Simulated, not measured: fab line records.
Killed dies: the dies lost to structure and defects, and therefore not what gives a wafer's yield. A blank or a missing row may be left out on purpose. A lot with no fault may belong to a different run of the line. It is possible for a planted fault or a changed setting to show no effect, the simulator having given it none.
fab line records | flow nand-harc
record lots=11 wafers=33 last-day=25
route steps=1159 shown A_CHANNEL_HOLE_D1@468 A_CHANNEL_FILL_D1@495 END@1159
lots that met no fault: from a run of the same line without faults
start-h: hours from the record's first day to the start of the lot's first wafer shown | wait-h: hours elapsed since this lot's preceding step | " unchanged from the row above | L1.1+2: several wafers, shown together as one row | - no value, or no start was given | * or withheld: withheld | < > ~ a bound
route shown NAME@n: names a module that has steps shown in the file, with the first one's number in the route | usual: the fault-free wafers' mean and standard deviation | same: alike in all rows | chamber/n: place in a boat | sites: the reading at each site | _std_site: standard deviation across them | _edge_site: the outer-site mean with the inner-site mean subtracted | radius-mm: for every site, how far away it sits from the centre of the wafer | mask NAME#n: copy n | behind: the last tool/chamber to shape the wafer | hold: what put the lot on hold/how long, in hours/how the hold closed | device: whichever transistor did not switch (one of n, p or np) | end of line: the tests these same wafers got at the end of their route | where a step has no rows: the recipe by itself | killed: at the first sort, the dies lost to defects and structure; wafer yield is something else | map: a wafer's dies, x killed, . not, _ none there
set.NAME: setting as actually run; set.NAME@STEP: the setting as run at that earlier step | model.NAME: the simulator's own value behind a step, which no gauge read
steps of the route over a sample of lots; a table a step, a row a wafer
services: a tool's chamber out of use, with start hour (start-h, from the record's first day; less than 0 if before it), hours out, and reason
## steps
# step NHARC_A_CHANNEL_HOLE_D1_ETCH_34
# recipe target-depth-a=1540 time-s=77 cf4-flow-sccm=100 chf3-flow-sccm=30 ar-flow-sccm=0 rf-w=500 bias-w=200 chemistry=CF4/CHF3
# usual chf3-flow-sccm=30.00/0.1 drypump-motor-current-A=5.8/0.35 oes-product-au=0.947/0.026 rf-vpp-V=371.1/1.9 showerhead-plenum-p-Torr=1.59/0.051 throttle-valve-pct=16.802/0.0093
# columns lot.wafer tool chamber start-h wait-h chf3-flow-sccm drypump-motor-current-A oes-product-au rf-hours-counter-h rf-vpp-V showerhead-plenum-p-Torr throttle-valve-pct
L974.2 rie-diel-08 3 - - 30.05 5.7 0.973 2.0 371.8 1.59 16.788
L974.3 " 0 " " 30.00 5.8 0.941 2.3 370.7 1.58 16.797
L974.1 " 1 " " 30.04 5.8 0.944 2.4 367.9 1.49 16.826
L973.1 rie-diel-09 2 - - 29.96 5.1 0.928 6.1 371.9 1.60 16.799
L973.6 " 0 " " 29.83 5.3 0.925 - 372.9 1.67 16.797
L973.5 " 1 " " 29.76 6.3 0.914 - 368.0 1.57 16.817
L975.1 rie-diel-08 2 - - 29.96 5.7 0.905 3.5 369.1 1.51 16.795
L975.3 " 0 " " 29.87 5.8 0.907 3.4 369.9 1.58 16.789
L975.5 " 2 " " 29.82 5.7 0.905 - 370.0 1.51 16.807
L977.4 rie-diel-08 2 - - 30.10 5.7 0.904 4.3 369.0 1.51 16.800
L977.3 " 1 " " 30.01 5.8 0.918 4.2 368.1 1.49 16.805
L977.6 " 3 " " 30.11 5.7 0.963 - 371.9 1.59 16.802
L980.3 rie-diel-08 3 - - 30.06 5.7 0.921 4.6 371.5 1.59 16.798
L980.4 " 2 " " 30.01 5.7 0.908 5.1 369.0 1.51 16.788
L980.6 " 0 " " 29.97 5.8 0.909 - 370.5 1.58 16.800
L981.1 rie-diel-10 1 - - 29.90 5.6 0.963 3.4 371.8 1.62 16.799
L981.2 " 3 " " 30.12 6.6 0.995 3.8 374.8 1.68 16.803
L981.5 " 2 " " 30.07 6.1 0.947 - 371.1 1.58 16.811
L983.1 rie-diel-08 0 - - 29.99 5.8 0.938 5.8 370.3 1.58 16.810
L983.5 " 1 " " 30.02 5.8 0.945 - 367.5 1.49 16.798
L983.6 " 2 " " 30.11 5.7 0.937 - 368.2 1.51 16.811
L987.2 rie-diel-08 0 - - 30.29 5.8 0.942 6.9 370.8 1.58 16.810
L987.4 " 1 " " 30.02 5.8 0.986 7.4 368.6 1.49 16.812
L987.1 " 2 " " 29.99 5.7 0.939 7.0 368.3 1.51 16.796
L985.1 rie-diel-10 1 - - 30.12 5.6 0.924 6.1 373.5 1.62 16.807
L985.3 " 3 " " 29.95 6.6 0.931 6.6 373.6 1.68 16.797
L985.5 " 0 " " 29.99 5.7 0.931 - 370.6 1.61 16.811
L992.3 rie-diel-09 0 - - 30.03 5.3 0.899 2.8 374.7 1.67 16.789
L992.4 " 2 " " 30.21 5.1 0.903 3.0 371.4 1.59 16.807
L992.1 " 3 " " 30.06 6.0 0.910 2.6 368.8 1.57 16.808
L996.3 rie-diel-08 0 - - 29.87 5.8 0.968 0.2 370.4 1.58 16.808
L996.1 " 2 " " 30.13 5.7 0.953 0.3 368.9 1.51 16.810
L996.4 " 3 " " 30.03 5.7 0.947 0.2 371.3 1.58 16.800
# step NHARC_A_CHANNEL_HOLE_D1_ETCH_21
# recipe bias-v=3000 source-w=withheld pressure-mtorr=20 time-s=514.3 ar-flow-sccm=375 c4f8-flow-sccm=89.3 o2-flow-sccm=35.7 temp-c=-20 target-depth-a=16000 chemistry=C4F8/O2/Ar
# usual drypump-motor-current-A=5.7/0.32 showerhead-plenum-p-Torr=3.81/0.056 throttle-valve-pct=32.154/0.0095
# columns lot.wafer tool chamber start-h wait-h drypump-motor-current-A rf-hours-counter-h showerhead-plenum-p-Torr throttle-valve-pct
L974.2 har-etch-01 0 174.52 0.3 5.3 193 3.74 32.155
L974.1 " 1 " " 6.1 193 3.82 32.142
L974.3 " 1 " " 6.1 - 3.82 32.150
L973.1 har-etch-02 0 174.70 0.3 5.6 95 3.88 32.131
L973.5 " 0 " " 5.6 - 3.88 32.137
L973.6 " 1 " " 5.9 - 3.88 32.167
L975.1 har-etch-01 0 198.86 0.3 5.3 205 3.74 32.143
L975.3 " 0 " " 5.3 - 3.74 32.132
L975.5 " 1 " " 6.1 - 3.82 32.153
L977.3 har-etch-02 1 204.13 0.3 5.9 - 3.87 32.161
L977.4 " 0 " " 5.6 - 3.87 32.158
L977.6 " 1 " " 5.9 - 3.87 32.143
L980.3 har-etch-01 0 217.88 0.3 5.3 - 3.73 32.165
L980.4 " 1 " " 6.2 - 3.81 32.159
L980.6 " 0 " " 5.3 - 3.73 32.148
L981.1 har-etch-01 0 229.00 0.3 5.3 216 3.73 32.155
L981.2 " 1 " " 6.1 216 3.81 32.156
L981.5 " 1 " " 6.2 - 3.81 32.161
L983.1 har-etch-01 0 238.13 0.3 5.3 220 3.73 32.158
L983.5 " 0 " " 5.2 - 3.73 32.161
L983.6 " 1 " " 6.2 - 3.81 32.170
L987.1 har-etch-01 0 267.99 0.3 5.3 228 3.72 32.144
L987.2 " 1 " " 6.2 228 3.80 32.160
L987.4 " 1 " " 6.1 - 3.80 32.157
L985.1 har-etch-02 1 272.55 0.3 5.8 132 3.86 32.148
L985.3 " 1 " " 5.9 - 3.86 32.152
L985.5 " 1 " " 5.9 - 3.86 32.161
L992.1 har-etch-02 0 290.65 0.3 5.6 148 3.85 32.167
L992.3 " 1 " " 5.9 - 3.85 32.146
L992.4 " 0 " " 5.6 - 3.85 32.158
L996.1 har-etch-02 1 318.38 0.3 5.8 163 3.84 32.150
L996.4 " 0 " " 5.6 - 3.84 32.154
L996.3 " 1 " " 5.8 - 3.84 32.156
# step NHARC_A_CHANNEL_HOLE_D1_STRIP_27
# recipe o2-flow-sccm=500 ar-flow-sccm=0 bias-w=0 chemistry=O2
# usual drypump-motor-current-A=5.8/0.38 oes-product-au=1.001/0.015 rf-vpp-V=58.0/0.85 showerhead-plenum-p-Torr=3.58/0.12 throttle-valve-pct=17.036/0.0079
# columns lot.wafer tool chamber start-h wait-h drypump-motor-current-A oes-product-au rf-hours-counter-h rf-vpp-V showerhead-plenum-p-Torr throttle-valve-pct
L974.3 rie-diel-09 3 - - 6.1 1.022 7.1 57.6 3.52 17.025
L974.1 " 1 " " 6.3 0.986 7.5 57.8 3.51 17.038
L974.2 " 2 " " 5.1 0.998 6.5 57.1 3.58 17.019
L973.1 rie-diel-08 1 - - 5.8 1.002 2.8 58.0 3.34 17.025
L973.6 " 3 " " 5.7 1.010 - 58.1 3.56 17.038
L973.5 " 0 " " 5.8 0.986 - 57.3 3.55 17.039
L975.3 rie-diel-09 0 - - 5.3 1.011 10.1 58.1 3.75 17.038
L975.1 " 2 " " 5.1 1.003 7.8 57.4 3.58 17.030
L975.5 " 0 " " 5.3 1.007 - 59.0 3.75 17.050
L977.4 rie-diel-08 1 - - 5.8 0.996 4.8 57.1 3.34 17.029
L977.3 " 0 " " 5.8 0.983 4.5 57.2 3.55 17.027
L977.6 " 2 " " 5.7 0.986 - 58.2 3.40 17.039
L980.4 rie-diel-10 2 - - 6.1 0.992 2.9 58.6 3.54 17.037
L980.3 " 0 " " 5.7 1.016 2.8 59.1 3.61 17.038
L980.6 " 1 " " 5.6 1.022 - 58.3 3.64 17.029
L981.2 rie-diel-08 1 - - 5.8 0.992 6.1 58.3 3.34 17.040
L981.1 " 2 " " 5.7 0.985 5.9 58.5 3.40 17.023
L981.5 " 2 " " 5.7 0.975 - 57.1 3.40 17.053
L983.1 rie-diel-10 3 - - 6.6 1.026 4.8 58.0 3.76 17.024
L983.6 " 3 " " 6.6 1.015 - 59.0 3.76 17.043
L983.5 " 0 " " 5.7 1.012 - 58.4 3.61 17.030
L987.4 rie-diel-10 0 - - 5.7 1.006 7.1 59.0 3.61 17.042
L987.1 " 2 " " 6.1 0.984 6.0 57.3 3.54 17.024
L987.2 " 3 " " 6.6 1.012 7.1 58.8 3.76 17.040
L985.3 rie-diel-10 3 - - 6.6 1.023 7.8 58.7 3.76 17.037
L985.1 " 0 " " 5.7 1.008 7.7 58.3 3.61 17.033
L985.5 " 3 " " 6.6 1.030 - 57.7 3.76 17.044
L992.4 rie-diel-08 3 - - 5.7 1.008 9.3 57.7 3.55 17.036
L992.1 " 1 " " 5.8 0.994 10.4 57.9 3.34 17.039
L992.3 " 2 " " 5.7 0.977 10.2 56.7 3.39 17.043
L996.4 rie-diel-10 0 - - 5.7 1.004 11.7 56.6 3.61 17.034
L996.3 " 1 " " 5.6 1.007 11.2 58.0 3.64 17.045
L996.1 " 2 " " 6.1 1.002 10.5 57.8 3.54 17.023
# step NHARC_A_CHANNEL_HOLE_D1_INSPECT_40
# usual raw-defect-count=65/21
# columns lot.wafer tool chamber start-h wait-h raw-defect-count
L974.1 defect-inspect-02 - 179.80 - 44
L974.2 " - " " 44
L974.3 " - " " 48
L973.1 defect-inspect-01 - 180.02 - 33
L973.5 " - " " 45
L973.6 " - " " 48
L975.1 defect-inspect-02 - 204.14 - 65
L975.3 " - " " 67
L975.5 " - " " 73
L977.3 defect-inspect-01 - 209.25 - 58
L977.4 " - " " 60
L977.6 " - " " 42
L980.3 defect-inspect-02 - 223.05 - 60
L980.4 " - " " 70
L980.6 " - " " 61
L981.1 defect-inspect-01 - 234.27 - 112
L981.2 " - " " 72
L981.5 " - " " 93
L983.1 defect-inspect-02 - 243.43 - 750
L983.5 " - " " 772
L983.6 " - " " 699
L987.1 defect-inspect-02 - 273.31 - 681
L987.2 " - " " 712
L987.4 " - " " 696
L985.1 defect-inspect-02 - 277.77 - 49
L985.3 " - " " 50
L985.5 " - " " 35
L992.1 defect-inspect-02 - 295.85 - 82
L992.3 " - " " 73
L992.4 " - " " 62
L996.1 defect-inspect-01 - 323.57 - 63
L996.3 " - " " 67
L996.4 " - " " 64
# step NHARC_A_CHANNEL_FILL_D1_ALD_15
# recipe target-thk-a=20 pulse-time-s=60 ald-cycles=19 temp-c=630 pressure-torr=2 material=SiNx
# usual precursor-pulse-height-rel=0.999/0.022
# same pulse-time-s=60
# columns lot.wafer tool chamber start-h wait-h precursor-pulse-height-rel
L973.1 ald-sin-batch-02 0 - - 0.983
L973.5 " 0 " " 1.030
L973.6 " 0 " " 1.008
L974.1 ald-sin-batch-02 0 - - 1.013
L974.2 " 0 " " 1.027
L974.3 " 0 " " 1.020
L975.1 ald-sin-batch-03 0 - - 0.987
L975.3 " 0 " " 1.006
L975.5 " 0 " " 0.988
L977.3 ald-sin-batch-01 0 - - 1.014
L977.4 " 0 " " 1.012
L977.6 " 0 " " 0.972
L980.3 ald-sin-batch-03 0 - - 1.015
L980.4 " 0 " " 0.976
L980.6 " 0 " " 0.981
L981.1 ald-sin-batch-01 0 - - 0.989
L981.2 " 0 " " 1.005
L981.5 " 0 " " 0.986
L983.1 ald-sin-batch-02 0 - - 0.982
L983.5 " 0 " " 0.994
L983.6 " 0 " " 0.978
L987.1 ald-sin-batch-02 0 - - 0.998
L987.2 " 0 " " 0.986
L987.4 " 0 " " 0.993
L985.1 ald-sin-batch-01 0 - - 1.014
L985.3 " 0 " " 0.963
L985.5 " 0 " " 0.974
L992.1 ald-sin-batch-01 0 - - 0.976
L992.3 " 0 " " 1.017
L992.4 " 0 " " 0.990
L996.1 ald-sin-batch-01 0 - - 0.991
L996.3 " 0 " " 1.011
L996.4 " 0 " " 0.967
# step NHARC_END_SORT_01
# recipe temp-c=25
# usual killed-at-array=29/10 killed-at-other=0.7/1.1 killed-at-periphery=3.3/2.4 killed-dies=33/11 killed-open=3.3/2 killed-short=1.9/1.3
# same gross-dies=677
# columns lot.wafer tool chamber start-h wait-h killed-at-array killed-at-other killed-at-periphery killed-dies killed-open killed-short
L980.3 prober-01 0 481.91 3.1 37 0 0 37 3 2
L980.4 prober-01 0 482.70 3.4 43 0 3 46 4 3
L980.6 prober-01 0 484.28 4.0 37 0 2 39 3 0
L983.1 prober-01 0 505.89 2.5 101 0 1 102 2 3
L983.5 prober-01 0 509.10 3.7 98 0 1 99 4 1
L983.6 prober-01 0 509.91 4.0 84 0 0 84 1 1
L987.1 prober-02 0 549.52 2.5 100 0 4 104 5 2
L987.2 prober-02 0 550.32 2.8 87 1 4 92 4 2
L987.4 prober-02 0 551.91 3.4 81 0 4 85 4 0
# killed by level:class
L980.3 A_CHANNEL_HOLE_D1:chamber-film-flake=15 A_SLIT:chamber-film-flake=11 A_STAIRCASE:chamber-film-flake=3 A_CHANNEL_FILL_D1:geometric-particle:open=2 A_CONTACT:chamber-film-flake=2 A_ONON_D1:geometric-particle:open=1 A_WL_FILL:geometric-particle:short=1 A_BLC:geometric-particle:short=1
L980.4 A_CHANNEL_HOLE_D1:chamber-film-flake=21 A_SLIT:chamber-film-flake=11 A_STAIRCASE:chamber-film-flake=4 P_CONTACT:geometric-particle:open=1 P_M2:geometric-particle:short=1 A_ONON_D1:geometric-particle:open=1 A_CHANNEL_FILL_D1:geometric-particle:short=1 A_SGD_CUT:geometric-particle:open=1
L980.6 A_CHANNEL_HOLE_D1:chamber-film-flake=17 A_SLIT:chamber-film-flake=10 A_CONTACT:chamber-film-flake=6 A_BLC:geometric-particle:open=2 A_STAIRCASE:chamber-film-flake=2 P_M1:geometric-particle:open=1 P_STI:chamber-film-flake=1
L983.1 A_CHANNEL_HOLE_D1:unspecified=83 A_CHANNEL_HOLE_D1:chamber-film-flake=6 A_STAIRCASE:chamber-film-flake=6 A_WL_FILL:geometric-particle:short=2 A_SGD_CUT:geometric-particle:open=1 A_BLC:geometric-particle:short=1 A_M1:geometric-particle:open=1 P_GATE:chamber-film-flake=1
L983.5 A_CHANNEL_HOLE_D1:unspecified=84 A_CHANNEL_HOLE_D1:chamber-film-flake=4 A_CONTACT:chamber-film-flake=3 A_STAIRCASE:chamber-film-flake=2 P_CONTACT:geometric-particle:open=1 A_ONON_D1:geometric-particle:short=1 A_ONON_D1:geometric-particle:open=1 A_SGD_CUT:geometric-particle:open=1
L983.6 A_CHANNEL_HOLE_D1:unspecified=74 A_STAIRCASE:chamber-film-flake=4 A_CHANNEL_HOLE_D1:chamber-film-flake=2 A_CONTACT:chamber-film-flake=2 A_CHANNEL_FILL_D1:geometric-particle:short=1 A_CONTACT:geometric-particle:open=1
L987.1 A_CHANNEL_HOLE_D1:unspecified=81 A_STAIRCASE:chamber-film-flake=7 A_CHANNEL_HOLE_D1:chamber-film-flake=4 A_M0:geometric-particle:open=3 P_CONTACT:chamber-film-flake=2 P_GATE:geometric-particle:open=1 A_SOURCE_PLATE:geometric-particle:open=1 A_SOURCE_PLATE:geometric-particle:short=1
L987.2 A_CHANNEL_HOLE_D1:unspecified=73 A_STAIRCASE:chamber-film-flake=5 A_WL_FILL:geometric-particle:short=2 A_CONTACT:geometric-particle:open=2 P_STI:chamber-film-flake=2 A_CHANNEL_HOLE_D1:chamber-film-flake=2 P_GATE:geometric-particle:open=1 A_SGD_CUT:geometric-particle:open=1
L987.4 A_CHANNEL_HOLE_D1:unspecified=71 A_STAIRCASE:chamber-film-flake=4 P_CONTACT:chamber-film-flake=2 A_CHANNEL_HOLE_D1:chamber-film-flake=2 A_WL_FILL:chamber-film-flake=2 P_CONTACT:geometric-particle:open=1 P_M0:geometric-particle:open=1 A_SOURCE_PLATE:geometric-particle:open=1
## services
# columns tool chamber start-h hours kind
rie-diel-08 0 158.30 - clean
rie-diel-08 1 158.30 - clean
rie-diel-08 2 158.30 - clean
rie-diel-08 3 158.30 - clean
rie-diel-10 - 176.71 9.0 pm
rie-diel-08 0 180.76 1.9 repair
rie-diel-08 0 182.80 - clean
rie-diel-08 1 182.80 - clean
rie-diel-08 2 182.80 - clean
rie-diel-08 3 182.80 - clean
rie-diel-08 0 207.30 - clean
rie-diel-08 1 207.30 - clean
rie-diel-08 2 207.30 - clean
rie-diel-08 3 207.30 - clean
rie-diel-08 0 240.09 7.6 repair
rie-diel-09 3 242.98 8.4 repair
rie-diel-09 - 254.11 9.0 pm
rie-diel-10 2 267.66 2.8 repair
rie-diel-09 1 273.46 4.7 repair
rie-diel-10 3 280.74 2.1 repair
rie-diel-08 1 285.38 1.6 repair
rie-diel-08 - 301.80 9.0 pm
har-etch-01 - 308.84 17.0 pm
ald-sin-batch-03 - 314.00 26.0 pm
## key
first-sign step=NHARC_A_CHANNEL_HOLE_D1_INSPECT_40 reading=raw-defect-count direction=up sigmas=32 usual=65 struck=718
effect step=NHARC_END_SORT_01 reading=killed-at-array direction=up sigmas=6.1 usual=29 struck=92
more-kills-born-at NHARC_A_CHANNEL_HOLE_D1_ETCH_21@har-etch-01=365
met-at NHARC_A_CHANNEL_HOLE_D1_ETCH_21
struck-lots L983,L987
tester-left-out L983,L987
not-acting-at NHARC_A_CHANNEL_HOLE_D1_ETCH_34,NHARC_A_CHANNEL_HOLE_D1_STRIP_27,NHARC_A_CHANNEL_FILL_D1_ALD_15
onset-between 229.00 238.13
fault kind=chamber-particle-source tool=har-etch-01 chamber=- onset-h=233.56 steps=NHARC_A_CHANNEL_HOLE_D1_ETCH_21 rate-per-visit-cm2=0.98812 end-h=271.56
# tester-left-out: of these lots the tester's yield and bins aren't shown, on N5 and GAA mostly nor the transistor test; their killed dies are dies lost to structure and defects alone, not to doping, threshold or leakage, so they don't give the yield
